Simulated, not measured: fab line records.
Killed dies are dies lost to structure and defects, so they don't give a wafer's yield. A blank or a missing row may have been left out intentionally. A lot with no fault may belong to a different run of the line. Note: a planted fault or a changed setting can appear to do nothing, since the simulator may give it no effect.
Chamber matching | flow nand-harc | 3 sister chambers for NHARC_A_BONDPAD_DEP_00 on pecvd-03
The step deposits SiCN, target thk 250 nm. 6 wafers are shown with their chamber, then 9 later ones without.

== WAFERS WITH THEIR CHAMBER ==
wafer  | chamber | heater-power-w (W)
L088.4 | 1       | 482
L087.4 | 2       | 679
L087.6 | 0       | 527
L089.3 | 2       | 688
L089.4 | 1       | 458
L089.5 | 0       | 521

== WAFERS WITHOUT THEIR CHAMBER ==
wafer  | heater-power-w (W)
L090.1 | 596
L090.4 | 623
L090.6 | 625
L094.2 | 596
L094.5 | 647
L094.6 | 465
L097.2 | 615
L097.5 | 564
L097.6 | 651

== EACH ONE'S CHAMBER ==
wafer  | from the rows above     | in truth
L090.1 | can't be placed: 0 or 2 | 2
L090.4 | 2                       | 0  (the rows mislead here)
L090.6 | 2                       | 2
L094.2 | can't be placed: 0 or 2 | 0
L094.5 | 2                       | 2
L094.6 | 1                       | 1
L097.2 | 2                       | 2
L097.5 | 0                       | 0
L097.6 | 2                       | 2
6 of 9 placed correctly. Cannot be placed on the basis of these rows: 2; the candidates contain the true chamber in 2. Wrongly placed: 1.
How it was worked out, from the rows above alone: a wafer's distance from a chamber is the root of the sum, over the readings, of the square of ((its reading less the chamber's mean) divided by the reading's scatter). If the next closest chamber is less than 2 further off than the closest, the wafer can't be placed; otherwise it belongs to the closest. A chamber's mean is the mean of its shown wafers. How the scatter is found: for the shown wafers, subtract from each reading the mean of its chamber, square and add these, divide the total by (wafers less chambers), then take the root.
